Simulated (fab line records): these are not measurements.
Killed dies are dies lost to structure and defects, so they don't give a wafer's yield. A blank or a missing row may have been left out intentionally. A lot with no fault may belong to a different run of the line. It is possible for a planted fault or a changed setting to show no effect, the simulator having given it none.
Matching of chambers	flow n5-finfet	4 sister chambers for N5_MOL_CONTACT_COAG_ETCH_47 on rie-diel-02
The step etches SiNx in CH3F/O2, stops on W, target depth 27 nm. 7 wafers are shown with their chamber, then 8 later ones without.

## WAFERS WITH THEIR CHAMBER
wafer	chamber	showerhead-plenum-p-Torr (Torr)	oes-product-au (a.u.)
L082.3	2	1.96	0.81
L082.4	1	1.96	0.85
L084.1	0	2.07	0.65
L084.3	2	1.96	0.80
L089.5	0	2.07	0.64
L089.6	3	2.08	0.66
L094.1	3	2.07	0.64

## WAFERS WITH NO CHAMBER GIVEN
wafer	showerhead-plenum-p-Torr (Torr)	oes-product-au (a.u.)
L094.3	1.96	0.79
L094.4	1.96	0.78
L095.1	2.07	0.65
L095.2	1.95	0.78
L095.5	1.95	0.77
L097.2	1.95	0.76
L097.5	1.95	0.77
L097.6	1.95	0.77

## WHICH CHAMBER EACH ONE RAN IN
wafer	from the rows above	in truth
L094.3	2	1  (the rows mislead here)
L094.4	2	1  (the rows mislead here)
L095.1	can't be placed: 0 or 3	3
L095.2	2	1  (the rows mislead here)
L095.5	2	2
L097.2	2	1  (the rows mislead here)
L097.5	2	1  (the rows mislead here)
L097.6	2	2
Correctly placed: 2 of 8. Unplaceable from these rows: 1, with the true chamber sitting among the candidates in 1. Wrongly placed: 5.
How it was worked out, from the rows above alone: a wafer's distance from a chamber is the root of the sum, over the readings, of the square of ((its reading less the chamber's mean) divided by the reading's scatter). If the next closest chamber is less than 2 further off than the closest, the wafer can't be placed; otherwise it belongs to the closest. The mean given for a chamber averages the wafers shown for that chamber. The scatter: take each reading less its chamber's mean, square it, sum over the shown wafers, divide by the number of wafers less the number of chambers, and take the root.
